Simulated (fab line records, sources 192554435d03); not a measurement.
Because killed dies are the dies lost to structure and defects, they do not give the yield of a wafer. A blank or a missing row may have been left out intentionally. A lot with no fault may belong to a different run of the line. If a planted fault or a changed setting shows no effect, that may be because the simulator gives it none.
Which of the tools did it? :: flow n5Finfet :: Sampling: 11 lots, 33 wafers, 3 of 1938 route steps

## WHAT EACH GAUGE READ, for each wafer
N5_GATE_CUT_OVL_MEAS_14.
lot: L866
measured: day 4 12:02
on: overlay-01
GATE_CUT_OVL (nm): 0.2 -0.5 0.0

lot: L867
measured: day 4 17:50
on: overlay-01
GATE_CUT_OVL (nm): -0.2 0.3 0.6

lot: L868
measured: day 5 00:55
on: overlay-02
GATE_CUT_OVL (nm): 1.1 1.7 -0.6

lot: L869
measured: day 5 04:53
on: overlay-01
GATE_CUT_OVL (nm): 1.5 -0.7 0.7

lot: L873
measured: day 6 05:04
on: overlay-01
GATE_CUT_OVL (nm): 0.0 0.1 0.0

lot: L876
measured: day 7 04:38
on: overlay-01
GATE_CUT_OVL (nm): 0.7 1.0 0.4

lot: L877
measured: day 7 07:20
on: overlay-01
GATE_CUT_OVL (nm): -0.9 0.9 -1.0

lot: L883
measured: day 8 17:36
on: overlay-02
GATE_CUT_OVL (nm): 0.1 0.4 0.0

lot: L884
measured: day 8 22:44
on: overlay-02
GATE_CUT_OVL (nm): -0.2 -0.8 0.6

lot: L885
measured: day 9 06:59
on: overlay-01
GATE_CUT_OVL (nm): 0.8 0.8 0.9

lot: L889
measured: day 10 08:12
on: overlay-02
GATE_CUT_OVL (nm): 0.8 0.2 0.8

## EACH LOT AND THE TOOL THAT RAN IT (in order: tool; ch and the chambers of the sampled wafers; start)
lot: L866
N5_GATE_CUT_PECVD_57: pecvd-03 ch 0,1,2, day 4 11:16
N5_GATE_CUT_EXPOSE_10: euvScanner-01 ch 0, day 4 11:53

lot: L867
N5_GATE_CUT_PECVD_57: pecvd-03 ch 0,1, day 4 17:04
N5_GATE_CUT_EXPOSE_10: euvScanner-01 ch 0, day 4 17:40

lot: L868
N5_GATE_CUT_PECVD_57: pecvd-04 ch 0,1,2, day 5 00:01
N5_GATE_CUT_EXPOSE_10: euvScanner-02 ch 0, day 5 00:46

lot: L869
N5_GATE_CUT_PECVD_57: pecvd-01 ch 0,1,2, day 5 04:07
N5_GATE_CUT_EXPOSE_10: euvScanner-02 ch 0, day 5 04:43

lot: L873
N5_GATE_CUT_PECVD_57: pecvd-04 ch 0,1,2, day 6 04:10
N5_GATE_CUT_EXPOSE_10: euvScanner-01 ch 0, day 6 04:53

lot: L876
N5_GATE_CUT_PECVD_57: pecvd-04 ch 0,1,2, day 7 03:44
N5_GATE_CUT_EXPOSE_10: euvScanner-02 ch 0, day 7 04:28

lot: L877
N5_GATE_CUT_PECVD_57: pecvd-01 ch 0,2, day 7 06:33
N5_GATE_CUT_EXPOSE_10: euvScanner-02 ch 0, day 7 07:10

lot: L883
N5_GATE_CUT_PECVD_57: pecvd-04 ch 0,1,2, day 8 16:42
N5_GATE_CUT_EXPOSE_10: euvScanner-01 ch 0, day 8 17:26

lot: L884
N5_GATE_CUT_PECVD_57: pecvd-01 ch 0,1, day 8 21:58
N5_GATE_CUT_EXPOSE_10: euvScanner-01 ch 0, day 8 22:35

lot: L885
N5_GATE_CUT_PECVD_57: pecvd-01 ch 0,1, day 9 06:10
N5_GATE_CUT_EXPOSE_10: euvScanner-01 ch 0, day 9 06:50

lot: L889
N5_GATE_CUT_PECVD_57: pecvd-04 ch 1,2, day 10 07:18
N5_GATE_CUT_EXPOSE_10: euvScanner-01 ch 0, day 10 08:02
- N5_GATE_CUT_PECVD_57: deposits SiNx from SiH4/NH3/N2, target thk 21 nm.
- N5_GATE_CUT_EXPOSE_10: exposes mask GATE CUT, target cd 20 nm.

## THE ANSWER, worked out from the rows above alone
Rule: what is usual is taken from the lots themselves. Put in order of their means at a reading, lots are off if they are a third of the lots or fewer, leave a main group of 4 or more, and stand apart from it by a gap of 3 or more times the standard deviation of the main group's means; of several such gaps the widest counts. A main group whose means are all the same, to the digits that the tables above print for the reading, isn't used. Also off: a lot with no number at a reading for which 4 or more lots have one. The other lots that the step has rows for count as sound.
No lot is off at any reading shown: from this, nothing can be told.

## WHAT HAD BEEN PUT IN BY THE SIMULATOR
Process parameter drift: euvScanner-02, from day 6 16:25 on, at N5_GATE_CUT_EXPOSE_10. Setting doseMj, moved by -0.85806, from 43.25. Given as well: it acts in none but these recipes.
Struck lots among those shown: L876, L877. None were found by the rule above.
